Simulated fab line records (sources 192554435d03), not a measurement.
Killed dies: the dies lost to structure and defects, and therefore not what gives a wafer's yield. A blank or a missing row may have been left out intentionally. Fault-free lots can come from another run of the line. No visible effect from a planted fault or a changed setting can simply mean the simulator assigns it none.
Split-lot trial -- flow n5Finfet -- 21 wafers read across 7 lots, on a route 1938 steps long

ON THE SPLIT
At N5_SDB_EXPOSE_08 (exposes mask SDB), the setting doseMj was moved away from the recipe's 49.6 on 7 of the 21 wafers read, by -5.3% to +5.0%. The other wafers ran this setting at the recipe's value.

FROM THE SPLIT TO THE READING: what the file shows between them, 2 steps
- N5_SDB_PEB_09: peb time 60 s
- N5_SDB_DEVELOP_10: develop time 30 s

THE READING
At N5_SDB_CD_MEAS_11: cdNm in nanometres, against a target cd of 50 nm. On this fab line, fault-free wafers typically give 49.9 nm with a standard deviation of 0.86 nm.

wafer,"tool, chamber at the split",doseMj as run,against the recipe,"cdNm, nm",against lot-mates on the recipe
L074.3,"arfiScanner-01, 0",49.6,recipe,49.0,-
L074.5,"arfiScanner-01, 0",49.6,recipe,49.3,-
L074.6,"arfiScanner-01, 0",49.6,recipe,49.2,-
L077.1,"arfiScanner-02, 0",49.6,recipe,50.5,-
L077.4,"arfiScanner-02, 0",49.6,recipe,48.9,-
L077.5,"arfiScanner-02, 0",49.6,recipe,49.9,-
L086.1,"arfiScanner-02, 0",50.89,+2.6%,52.7,+1.4
L086.3,"arfiScanner-02, 0",50.89,+2.6%,54.2,+2.9
L086.6,"arfiScanner-02, 0",49.6,recipe,51.3,-
L087.1,"arfiScanner-02, 0",49.6,recipe,49.8,-
L087.2,"arfiScanner-02, 0",49.6,recipe,48.6,-
L087.6,"arfiScanner-02, 0",46.98,-5.3%,43.1,-6.1
L091.3,"arfiScanner-01, 0",51.1,+3.0%,52.3,+3.0
L091.4,"arfiScanner-01, 0",49.6,recipe,49.3,-
L091.6,"arfiScanner-01, 0",49.6,recipe,49.4,-
L093.1,"arfiScanner-01, 0",47.02,-5.2%,44.3,-4.9
L093.2,"arfiScanner-01, 0",47.02,-5.2%,43.8,-5.4
L093.4,"arfiScanner-01, 0",49.6,recipe,49.2,-
L094.2,"arfiScanner-01, 0",49.6,recipe,48.8,-
L094.4,"arfiScanner-01, 0",52.08,+5.0%,55.7,+6.1
L094.6,"arfiScanner-01, 0",49.6,recipe,50.5,-

THE FIT
A straight line over all 21 wafers: cdNm changes by +1.16 nm for each +1% of doseMj; r = +0.97; the points scatter about the line by 0.78 nm.
The same after taking each lot's own level away (the mean of its wafers on the recipe; 21 wafers): +1.05 nm for each +1%; r = +0.98; scatter 0.59 nm.
On that fit, the largest move of doseMj shifts the reading by 5.5 nm.
The span of the lots' own levels, 49.17 to 51.30 nm, comes to 2.5 times the standard deviation stated above.
So the slope is not independent of the lot-to-lot level: the two fits are not the same.
Check: -5.39 nm against its lot-mates is what the line predicts for one of the wafers moved furthest among these (-5.3%) when that wafer is left out of the fit. It came out at -6.1 nm against them.

THESE WAFERS: OTHER SPLITS
Before the reading, these wafers also passed through other splits. Each is held against what the fit with the lots' levels taken away leaves over:
other split on the same wafers,wafers away from the commonest value,r with cdNm (lot level and that fit taken away)
N5_ZERO_LAYER_EXPOSE_08 doseMj,6,-0.01
N5_ZERO_LAYER_DEVELOP_10 developTimeS,7,+0.01
N5_FIN_CUT_CUT_ETCH_15 timeS,5,-0.03
N5_DUMMY_GATE_COAT_34 spinRpm,8,+0.22
N5_SD_EPI_N_ETCH_45 targetDepthA,4,+0.02
N5_SD_EPI_N_EPI_21 tempC,6,+0.07

THE FILE'S OWN FIT
cdNm changes by +1.09 nm for each +1% of doseMj, r = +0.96.
